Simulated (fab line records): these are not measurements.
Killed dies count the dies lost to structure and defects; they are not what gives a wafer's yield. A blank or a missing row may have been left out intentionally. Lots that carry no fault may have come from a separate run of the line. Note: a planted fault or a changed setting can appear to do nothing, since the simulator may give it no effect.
fab line records	flow nandHarc
record: lots: 12	wafers: 36	lastDay: 34
route steps=1302 shown P_GATE@132 END@1302
lots that met no fault: taken from a fault-free run of the same line
startH: start of the lot's first displayed wafer, in hours after the record's first day	waitH: hours elapsed since this lot's preceding step	" identical to the entry in the row above	L1.1+2: several wafers, shown together as one row	- no value, or no start given	* or withheld: withheld	< > ~ a bound
route shown NAME@n: names a module that has steps shown in the file, with the first one's number in the route	usual: mean/standard deviation of fault-free wafers	same: alike in all rows	chamber/n: place in a boat	sites: the reading at each site	_std_site: standard deviation of those values	_edge_site: the outer-site mean with the inner-site mean subtracted	radiusMm: for every site, how far away it sits from the centre of the wafer	mask NAME#n: copy n	behind: the most recent tool/chamber to have shaped the wafer	hold: reason for holding the lot/hours on hold/outcome of the hold	device: names the non-switching transistor (n, p or np)	end of line: tests of these same wafers at the route's end	for a step that has no rows: nothing shown but its recipe	killed: not the wafer's yield, but the dies lost to structure and defects at the first sort	map: a wafer's dies, marking killed ones x, the rest . and places with no die _
set.NAME: the setting that was run; set.NAME@STEP: the one run at that earlier step	model.NAME: the simulator's own value behind a step, which no gauge read
route steps across a sampled set of lots; one table per step, one row per wafer
services: from which hour (startH, from the record's first day; less than 0 if before it) a tool's chamber was out of use, for how many hours, and why
== steps ==
step: NHARC_P_GATE_DEP_103
recipe: targetThkA: 300	targetThkNm: 30	tempC: 400	flowSccm: 200	rfW: 350	material: SiON
usual: heaterPowerOuterW: 472/54	heaterPowerW: 784/79
lot.wafer	tool	chamber	startH	waitH	heaterPowerOuterW	heaterPowerW
L845.1	pecvd-01	1	101.20	0.6	533	841
L845.2	"	2	"	"	565	983
L845.3	"	1	"	"	524	829
L846.2	pecvd-04	1	107.73	0.5	417	717
L846.1	"	0	"	"	349	617
L846.4	"	2	"	"	488	787
L847.3	pecvd-01	2	110.53	0.4	482	859
L847.6	"	2	"	"	489	843
L847.5	"	0	"	"	431	745
L849.1	pecvd-03	0	133.75	0.6	406	666
L849.4	"	0	"	"	402	657
L849.5	"	1	"	"	536	852
L852.2	pecvd-01	1	170.75	0.5	517	800
L852.3	"	2	"	"	514	889
L852.6	"	2	"	"	518	906
L853.2	pecvd-03	1	170.89	0.5	477	774
L853.5	"	0	"	"	401	672
L853.6	"	2	"	"	526	853
L858.2	pecvd-03	1	220.91	0.4	505	789
L858.3	"	2	"	"	513	817
L858.4	"	1	"	"	498	803
L860.2	pecvd-04	1	243.49	0.5	480	802
L860.1	"	2	"	"	534	880
L860.4	"	0	"	"	410	704
L864.1	pecvd-04	1	293.76	0.6	521	882
L864.3	"	2	"	"	516	904
L864.5	"	0	"	"	453	771
L865.3	pecvd-03	2	301.40	0.4	528	831
L865.4	"	0	"	"	395	693
L865.5	"	1	"	"	534	833
L867.3	pecvd-04	0	315.36	0.4	359	644
L867.5	"	0	"	"	359	631
L867.4	"	1	"	"	515	877
L868.1	pecvd-03	0	325.34	0.6	446	719
L868.5	"	1	"	"	504	825
L868.4	"	2	"	"	516	832
step: NHARC_P_GATE_EXPOSE_23
recipe: na: 1.35	targetCdNm: 120	doseMj: 93.91	maskId: P_GATE
usual: exposureDoseMJCm2: 93.90/0.088	focusOffsetNm: 0.0/0.54
lot.wafer	tool	chamber	startH	waitH	mask	exposureDoseMJCm2	focusOffsetNm
L845.1	arfiScanner-03	0	101.83	-	P_GATE#0	93.84	-0.2
L845.2	"	0	"	"	P_GATE#0	93.85	-0.3
L845.3	"	0	"	"	P_GATE#0	93.86	-0.3
L846.1	arfiScanner-01	0	108.28	-	P_GATE#0	93.75	1.2
L846.2	"	0	"	"	P_GATE#0	93.95	0.6
L846.4	"	0	"	"	P_GATE#0	93.85	0.1
L847.3	arfiScanner-03	0	111.05	-	P_GATE#0	93.89	-0.4
L847.5	"	0	"	"	P_GATE#0	93.99	-0.3
L847.6	"	0	"	"	P_GATE#0	93.95	-0.4
L849.1	arfiScanner-03	0	134.17	-	P_GATE#0	93.96	0.4
L849.4	"	0	"	"	P_GATE#0	93.77	0.4
L849.5	"	0	"	"	P_GATE#0	93.93	0.2
L852.2	arfiScanner-02	0	171.27	-	P_GATE#0	94.07	-0.8
L852.3	"	0	"	"	P_GATE#0	93.83	-0.4
L852.6	"	0	"	"	P_GATE#0	93.84	0.5
L853.2	arfiScanner-03	0	171.43	-	P_GATE#0	93.84	0.3
L853.5	"	0	"	"	P_GATE#0	93.90	-0.6
L853.6	"	0	"	"	P_GATE#0	93.96	-0.3
L858.2	arfiScanner-03	0	221.51	-	P_GATE#0	90.46	-0.3
L858.3	"	0	"	"	P_GATE#0	90.33	-0.6
L858.4	"	0	"	"	P_GATE#0	90.38	-1.0
L860.1	arfiScanner-03	0	244.12	-	P_GATE#0	90.29	0.1
L860.2	"	0	"	"	P_GATE#0	90.41	-0.4
L860.4	"	0	"	"	P_GATE#0	90.41	0.3
L864.1	arfiScanner-02	0	294.14	-	P_GATE#0	93.77	0.0
L864.3	"	0	"	"	P_GATE#0	93.89	0.4
L864.5	"	0	"	"	P_GATE#0	93.83	-0.3
L865.3	arfiScanner-01	0	301.89	-	P_GATE#0	93.69	-0.1
L865.4	"	0	"	"	P_GATE#0	93.95	-0.5
L865.5	"	0	"	"	P_GATE#0	93.91	-0.4
L867.3	arfiScanner-01	0	315.78	-	P_GATE#0	93.99	0.7
L867.4	"	0	"	"	P_GATE#0	94.00	-0.2
L867.5	"	0	"	"	P_GATE#0	94.00	0.1
L868.1	arfiScanner-02	0	325.88	-	P_GATE#0	94.05	0.4
L868.4	"	0	"	"	P_GATE#0	93.97	0.6
L868.5	"	0	"	"	P_GATE#0	93.99	0.0
step: NHARC_P_GATE_CD_MEAS_26
recipe: targetCdNm: 120	landingEnergyEv: 500
usual: cdNm: 119.8/0.49
lot.wafer	tool	chamber	startH	waitH	cdNm
L845.1	cdSem-01	0	101.97	-	120.2
L845.2	"	0	"	"	119.9
L845.3	"	0	"	"	119.8
L846.1	cdSem-02	0	108.42	-	120.3
L846.2	"	0	"	"	120.1
L846.4	"	0	"	"	120.4
L847.3	cdSem-03	0	111.19	-	119.9
L847.5	"	0	"	"	120.1
L847.6	"	0	"	"	119.5
L849.1	cdSem-01	0	134.30	-	119.4
L849.4	"	0	"	"	119.3
L849.5	"	0	"	"	119.2
L852.2	cdSem-02	0	171.41	-	119.1
L852.3	"	0	"	"	119.3
L852.6	"	0	"	"	119.4
L853.2	cdSem-03	0	171.57	-	119.6
L853.5	"	0	"	"	120.0
L853.6	"	0	"	"	119.8
L858.2	cdSem-02	0	221.65	-	122.4
L858.3	"	0	"	"	122.6
L858.4	"	0	"	"	122.3
L860.1	cdSem-01	0	244.26	-	123.1
L860.2	"	0	"	"	122.8
L860.4	"	0	"	"	122.9
L864.1	cdSem-03	0	294.28	-	119.9
L864.3	"	0	"	"	119.3
L864.5	"	0	"	"	120.2
L865.3	cdSem-02	0	302.02	-	120.3
L865.4	"	0	"	"	119.7
L865.5	"	0	"	"	119.9
L867.3	cdSem-02	0	315.92	-	120.3
L867.4	"	0	"	"	120.4
L867.5	"	0	"	"	120.5
L868.1	cdSem-03	0	326.02	-	119.5
L868.4	"	0	"	"	119.9
L868.5	"	0	"	"	119.7
step: NHARC_P_GATE_ETCH_104
recipe: targetDepthA: 600	timeS: withheld	cf4FlowSccm: 100	chf3FlowSccm: 30	arFlowSccm: 0	rfW: 500	biasW: 200	chemistry: CF4/CHF3
usual: drypumpMotorCurrentA: 5.8/0.45	oesProductAu: 0.954/0.021	rfVppV: 370.8/2.3	showerheadPlenumPTorr: 1.58/0.059	throttleValvePct: 16.803/0.0086
lot.wafer	tool	chamber	startH	waitH	drypumpMotorCurrentA	oesProductAu	rfVppV	showerheadPlenumPTorr	throttleValvePct
L845.1	rieDiel-09	3	102.24	0.1	5.6	0.951	373.4	1.63	16.805
L845.3	"	0	"	"	6.0	0.967	366.7	1.49	16.820
L845.2	"	1	"	"	5.7	0.976	371.1	1.60	16.801
L846.1	rieDiel-13	0	108.69	0.1	5.9	0.968	371.2	1.57	16.803
L846.2	"	1	"	"	5.8	0.978	372.9	1.66	16.799
L846.4	"	2	"	"	6.3	0.982	372.6	1.64	16.791
L847.3	rieDiel-13	3	111.46	0.1	5.1	0.991	366.9	1.52	16.812
L847.5	"	0	"	"	5.9	0.958	370.8	1.57	16.800
L847.6	"	1	"	"	5.8	0.963	373.4	1.66	16.795
L849.4	rieDiel-13	0	134.58	0.1	5.9	0.960	370.2	1.57	16.805
L849.1	"	2	"	"	6.3	0.967	373.3	1.64	16.817
L849.5	"	3	"	"	5.1	0.988	369.4	1.52	16.787
L852.3	rieDiel-10	2	171.90	0.2	6.4	0.933	369.1	1.51	16.806
L852.2	"	1	"	"	6.3	0.938	371.3	1.60	16.809
L852.6	"	1	"	"	6.3	0.937	373.9	1.60	16.811
L853.2	rieDiel-10	2	172.39	0.5	6.4	0.931	368.2	1.51	16.795
L853.5	"	2	"	"	6.5	0.942	368.5	1.51	16.799
L853.6	"	1	"	"	6.3	0.937	372.1	1.60	16.805
L858.2	rieDiel-09	1	221.91	0.1	5.7	0.961	370.9	1.60	16.805
L858.3	"	2	"	"	5.2	0.977	368.3	1.51	16.803
L858.4	"	3	"	"	5.6	0.971	371.7	1.62	16.796
L860.2	rieDiel-13	2	245.24	0.7	6.3	0.940	371.7	1.64	16.815
L860.1	"	3	"	"	5.1	0.938	368.0	1.52	16.805
L860.4	"	0	"	"	5.9	0.937	372.4	1.57	16.809
L864.3	rieDiel-10	2	294.56	0.1	6.4	0.984	369.1	1.51	16.810
L864.1	"	3	"	"	5.1	0.967	373.8	1.68	16.797
L864.5	"	1	"	"	6.3	0.974	371.3	1.60	16.795
L865.3	rieDiel-13	2	302.29	0.1	6.3	0.971	373.1	1.64	16.806
L865.4	"	0	"	"	5.9	0.949	369.6	1.57	16.800
L865.5	"	2	"	"	6.3	0.968	373.6	1.64	16.791
L867.3	rieDiel-09	3	316.19	0.1	5.6	0.957	372.4	1.62	16.805
L867.4	"	0	"	"	6.0	0.956	368.1	1.48	16.796
L867.5	"	2	"	"	5.2	0.964	367.0	1.51	16.806
L868.4	rieDiel-13	1	326.29	0.1	5.8	0.920	372.3	1.65	16.803
L868.1	"	2	"	"	6.3	0.921	371.5	1.64	16.810
L868.5	"	1	"	"	5.8	0.929	372.9	1.65	16.792
step: NHARC_P_GATE_CD_MEAS_33
usual: cdNm: 120.3/2
lot.wafer	tool	chamber	startH	waitH	cdNm
L845.1	cdSem-01	-	102.95	-	119.2
L845.2	"	-	"	"	119.8
L845.3	"	-	"	"	122.1
L846.1	cdSem-03	-	109.40	-	120.3
L846.2	"	-	"	"	121.2
L846.4	"	-	"	"	122.7
L847.3	cdSem-02	-	112.20	0.2	123.3
L847.5	"	-	"	"	122.8
L847.6	"	-	"	"	123.6
L849.1	cdSem-03	-	135.31	-	124.3
L849.4	"	-	"	"	118.4
L849.5	"	-	"	"	121.5
L852.2	cdSem-03	-	173.18	-	122.6
L852.3	"	-	"	"	121.1
L852.6	"	-	"	"	121.6
L853.2	cdSem-02	-	173.28	0.2	118.5
L853.5	"	-	"	"	116.2
L853.6	"	-	"	"	117.6
L858.2	cdSem-02	-	222.63	-	120.8
L858.3	"	-	"	"	120.7
L858.4	"	-	"	"	125.1
L860.1	cdSem-03	-	246.02	-	124.8
L860.2	"	-	"	"	124.6
L860.4	"	-	"	"	123.5
L864.1	cdSem-03	-	295.30	0.1	119.7
L864.3	"	-	"	"	118.2
L864.5	"	-	"	"	119.4
L865.3	cdSem-02	-	303.03	-	120.8
L865.4	"	-	"	"	122.5
L865.5	"	-	"	"	121.7
L867.3	cdSem-03	-	316.90	-	119.9
L867.4	"	-	"	"	118.0
L867.5	"	-	"	"	120.2
L868.1	cdSem-03	-	327.03	0.2	120.9
L868.4	"	-	"	"	118.4
L868.5	"	-	"	"	119.8
step: NHARC_END_SORT_01
recipe: tempC: 25
usual: killedAtArray: 52/17	killedAtOther: 0.8/1.1	killedAtPeriphery: 3.2/2.2	killedDies: 57/17	killedOpen: 3.4/1.8	killedShort: 2.4/1.6
same: grossDies: 677
lot.wafer	tool	chamber	startH	waitH	killedAtArray	killedAtOther	killedAtPeriphery	killedDies	killedOpen	killedShort
L858.2	prober-01	0	688.70	2.8	41	1	0	42	2	0
L858.3	prober-01	0	689.50	3.1	60	1	2	63	0	7
L858.4	prober-01	0	690.29	3.4	35	0	0	35	4	0
killed by level:class
L858.2 A_CHANNEL_HOLE_D1:chamberFilmFlake=20 A_STAIRCASE:chamberFilmFlake=7 A_CONTACT:chamberFilmFlake=5 A_SLIT:chamberFilmFlake=4 A_ZERO_WELL:chamberFilmFlake=2 A_ONON_D1:geometricParticle:open=1 A_CHANNEL_FILL_D1:geometricParticle:open=1 A_WL_FILL:chamberFilmFlake=1
L858.3 A_CHANNEL_HOLE_D1:chamberFilmFlake=37 A_CONTACT:chamberFilmFlake=4 A_STAIRCASE:chamberFilmFlake=4 A_BLC:chamberFilmFlake=3 A_CHANNEL_FILL_D2:geometricParticle:short=2 A_SLIT:chamberFilmFlake=2 A_WL_FILL:chamberFilmFlake=2 A_ONON_D1:geometricParticle:short=1
L858.4 A_CHANNEL_HOLE_D1:chamberFilmFlake=23 A_STAIRCASE:chamberFilmFlake=2 A_CONTACT:chamberFilmFlake=2 A_ONON_D1:geometricParticle:open=1 A_ONON_D2:geometricParticle:open=1 A_WL_FILL:geometricParticle:open=1 A_M0:geometricParticle:open=1 A_ZERO_WELL:chamberFilmFlake=1
== services ==
tool	chamber	startH	hours	kind
pecvd-01	0	79.51	21.9	repair
arfiScanner-01	-	80.00	4.0	pm
pecvd-01	2	80.11	5.2	repair
pecvd-04	-	88.00	13.0	pm
rieDiel-10	3	95.16	5.2	repair
rieDiel-10	3	105.21	7.2	repair
rieDiel-13	2	114.81	2.6	repair
pecvd-03	-	116.44	2.9	repair
rieDiel-09	1	129.27	5.9	repair
pecvd-01	-	130.00	13.0	pm
arfiScanner-02	-	140.00	4.0	pm
rieDiel-10	3	140.09	128.0	repair
rieDiel-13	2	142.30	4.0	repair
pecvd-03	-	156.95	2.4	repair
rieDiel-13	-	165.04	9.0	pm
pecvd-04	-	168.95	0.6	repair
pecvd-03	-	185.19	13.0	pm
arfiScanner-03	-	196.00	4.0	pm
pecvd-03	2	205.10	8.6	repair
pecvd-04	-	254.61	0.5	repair
pecvd-04	2	260.98	13.0	repair
arfiScanner-03	-	263.94	0.6	repair
pecvd-04	-	269.11	13.0	pm
arfiScanner-03	-	308.91	0.6	repair
== key ==
firstSign: step: NHARC_P_GATE_EXPOSE_23	reading: exposureDoseMJCm2	direction: down	sigmas: 40	usual: 93.90	struck: 90.38
effect: step: NHARC_P_GATE_CD_MEAS_26	reading: cdNm	direction: up	sigmas: 5.8	usual: 119.8	struck: 122.7
effect: step: NHARC_P_GATE_CD_MEAS_33	reading: cdNm	direction: up	sigmas: 1.5	usual: 120.3	struck: 123.3
metAt NHARC_P_GATE_EXPOSE_23
struckLots L858,L860
testerLeftOut L858,L860
notActingAt NHARC_P_GATE_DEP_103,NHARC_P_GATE_ETCH_104,NHARC_P_GATE_CD_MEAS_33
onsetBetween 171.43 221.51
fault: kind: processParameterDrift	tool: arfiScanner-03	chamber: -	onsetH: 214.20	steps: NHARC_P_GATE_EXPOSE_23	channel: doseMj	offset: -3.5131	shape: step	actsIn: theseRecipesOnly	stated: 93.91
testerLeftOut: of these lots the tester's yield and bins aren't shown, on N5 and GAA mostly nor the transistor test; their killed dies are dies lost to structure and defects alone, not to doping, threshold or leakage, so they don't give the yield
